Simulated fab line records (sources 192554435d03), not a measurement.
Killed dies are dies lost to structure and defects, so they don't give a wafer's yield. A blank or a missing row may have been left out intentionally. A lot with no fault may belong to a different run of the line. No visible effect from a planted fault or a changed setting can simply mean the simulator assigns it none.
Code-filled problem report in 8D (eight disciplines) form ; flow n5_finfet ; the parts of the form that need people (team, actions taken, sign-off) are left out

== 1. PROBLEM STATEMENT ==
Wafers without a fault read 5.21 s, standard deviation 0.11; etch_rf_on_time_s at N5_BEOL_M8_ETCH_72 reads a mean of 8.54 s on 2 wafers belonging to 2 lots. Relative to the usual mean, that is a shift of +30 standard deviations.
The step: etches underlayer in N2/H2, target depth 6.5 nm, time 5.2 s.
Earliest sighting: wafer L820.5 on rie_diel-04 at day 12 04:17. The record holds 29 wafers of 10 lots with a number at this step. The rule behind "out" and "out of limits": a value lying over 4 standard deviations away from the usual mean. The other wafers with a number count as sound.

== 2. WHAT IT IS AND WHAT IT IS NOT ==
question;is;is not
which readings at this step;etch_rf_on_time_s;drypump_motor_current_A, oes_product_au, rf_vpp_V, showerhead_plenum_p_Torr, throttle_valve_pct
which lots;L819, L820;L812, L823, L827, L829, L830, L831, L832, L833
which wafers of those lots;L819.1, L820.5;L819.2, L819.4, L820.3, L820.6
read on which tools;rie_diel-04;rie_diel-02, rie_diel-03
when;from day 12 04:17;"up to then (5 sound wafers); but 22 sound wafers of L819, L823, L827, L829, L830, L831, L832, L833 came after"

== 3. SUSPECTS, AND WHAT RULES EACH OUT ==
Counting: any tool at a process step up to the reading remains a suspect provided it ran every lot that is out. Sound lots after the first of them don't rule it out here, since some wafers of a struck lot are sound.
- rie_diel-04 at N5_BEOL_M8_ETCH_72 (etches underlayer in N2/H2, target depth 6.5 nm, time 5.2 s): kept. Ran every lot that is out, first one L820 (day 12 04:17); last sound lot up to then L812 (day 10 17:29). Its own readings are out on those wafers: etch_rf_on_time_s.
- Within rie_diel-04 at N5_BEOL_M8_ETCH_72: the wafers that are out ran in chamber 3; their sound lot-mates ran in chambers 0, 1, 2.
Left after counting: rie_diel-04 at N5_BEOL_M8_ETCH_72.

== 4. THE CAUSE (what the simulator had put in) ==
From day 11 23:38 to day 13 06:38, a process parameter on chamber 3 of rie_diel-04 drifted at N5_BEOL_M8_ETCH_72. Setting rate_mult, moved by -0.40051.
After counting, this tool was the only one left.

== 5. SEQUENCE OF EFFECTS, ordered by route ==
Each row: a reading whose mean over the struck wafers that have a number lies more than 3 standard deviations from the usual. Scope: only readings with a usual standard deviation given in the record; hours: median across lots of the time from each lot's start at the first step in this table that gives one to its start at this step; sigmas: change in usual standard deviations.
hours;step;reading;usual;on struck wafers;change;sigmas
0;N5_BEOL_M8_ETCH_72;etch_rf_on_time_s;5.21 s;8.54;+3.33;+30
It contains these process steps:
- N5_BEOL_M8_ETCH_72: etches underlayer in N2/H2, target depth 6.5 nm, time 5.2 s.

== 6. WHAT WOULD HAVE CAUGHT IT SOONER ==
First out-of-limits reading in this record: day 12 04:17, which is 5 hours after fault onset at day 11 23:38.
